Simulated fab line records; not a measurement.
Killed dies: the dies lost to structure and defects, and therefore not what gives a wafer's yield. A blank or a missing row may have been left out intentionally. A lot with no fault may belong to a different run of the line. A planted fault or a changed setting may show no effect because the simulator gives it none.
Chamber matching    flow n5Finfet    pecvd-01 running N5_BEOL_M14_ILD_DEP_00: 3 sister chambers
The step deposits SiO2 from TEOS/O2, target thk 1119.3 nm, time 237.4 s. 3 wafers are shown with their chamber, then 9 later ones without.

== EACH WAFER AND ITS CHAMBER ==
wafer   chamber  throttleValvePct (%)
L083.1  2        18.8
L084.3  0        19.5
L084.6  1        18.3

== WAFERS WITH NO CHAMBER GIVEN ==
wafer   throttleValvePct (%)
L086.3  18.7
L086.5  18.8
L086.6  18.4
L090.3  19.8
L090.4  18.3
L090.5  19.4
L092.1  18.4
L092.2  19.6
L092.5  19.9

== THE CHAMBER EACH PASSED THROUGH ==
wafer   from the rows above      in truth
L086.3  can't be placed: 2 or 1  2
L086.5  2                        2
L086.6  can't be placed: 1 or 2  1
L090.3  0                        0
L090.4  1                        1
L090.5  0                        0
L092.1  can't be placed: 1 or 2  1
L092.2  0                        0
L092.5  0                        0
Placed correctly: 6 of 9. Unplaceable from these rows: 3, with the true chamber sitting among the candidates in 3. Number placed wrongly: 0.
How it was worked out, from the rows above alone: a wafer's distance from a chamber is the root of the sum, over the readings, of the square of ((its reading less the chamber's mean) divided by the reading's scatter). If the next closest chamber is less than 2 further off than the closest, the wafer can't be placed; otherwise it belongs to the closest. For every chamber, the mean is computed from those of its wafers that are shown. The scatter: with one shown wafer a chamber, the root of the mean of the squares of how far each hidden wafer lies from its nearest shown one.
